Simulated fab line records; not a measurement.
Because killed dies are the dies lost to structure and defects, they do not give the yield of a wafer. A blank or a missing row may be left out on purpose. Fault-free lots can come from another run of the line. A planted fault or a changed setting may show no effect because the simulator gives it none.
Matching of chambers	flow n5Finfet	N5_BEOL_M2_ETCH_63 on rieDiel-01: 4 sister chambers
The step etches SiARC in CF4, target depth 15.6 nm, time 26 s. 8 wafers are shown with their chamber, then 9 later ones without.

## WAFERS, EACH WITH ITS CHAMBER
wafer	chamber	showerheadPlenumPTorr (Torr)	drypumpMotorCurrentA (A)
L077.3	2	2.22	6.1
L077.5	1	2.10	5.9
L080.2	1	2.10	5.9
L080.3	0	2.08	5.1
L080.6	3	2.21	5.2
L082.2	3	2.21	5.3
L082.3	2	2.21	6.1
L082.5	0	2.08	5.1

## WAFERS MISSING THEIR CHAMBER
wafer	showerheadPlenumPTorr (Torr)	drypumpMotorCurrentA (A)
L083.2	2.08	5.1
L083.3	2.10	5.9
L083.6	2.21	6.1
L088.2	2.20	5.2
L088.3	2.07	5.1
L088.5	2.10	5.9
L093.3	2.20	5.2
L093.5	2.09	5.9
L093.6	2.21	6.1

## WHICH CHAMBER EACH ONE RAN IN
wafer	from the rows above	in truth
L083.2	0	0
L083.3	1	1
L083.6	2	2
L088.2	3	3
L088.3	0	0
L088.5	1	1
L093.3	3	3
L093.5	1	1
L093.6	2	2
Placed correctly: 9 of 9. From these rows, 0 cannot be placed. Number placed wrongly: 0.
How it was worked out, from the rows above alone: a wafer's distance from a chamber is the root of the sum, over the readings, of the square of ((its reading less the chamber's mean) divided by the reading's scatter). The wafer belongs to the nearest chamber; if the next one is less than 2 further off, it can't be placed. A chamber's mean is the mean of its shown wafers. The scatter is the square root of a quotient: the sum, over the shown wafers, of each reading's squared deviation from its chamber's mean, divided by wafers minus chambers.
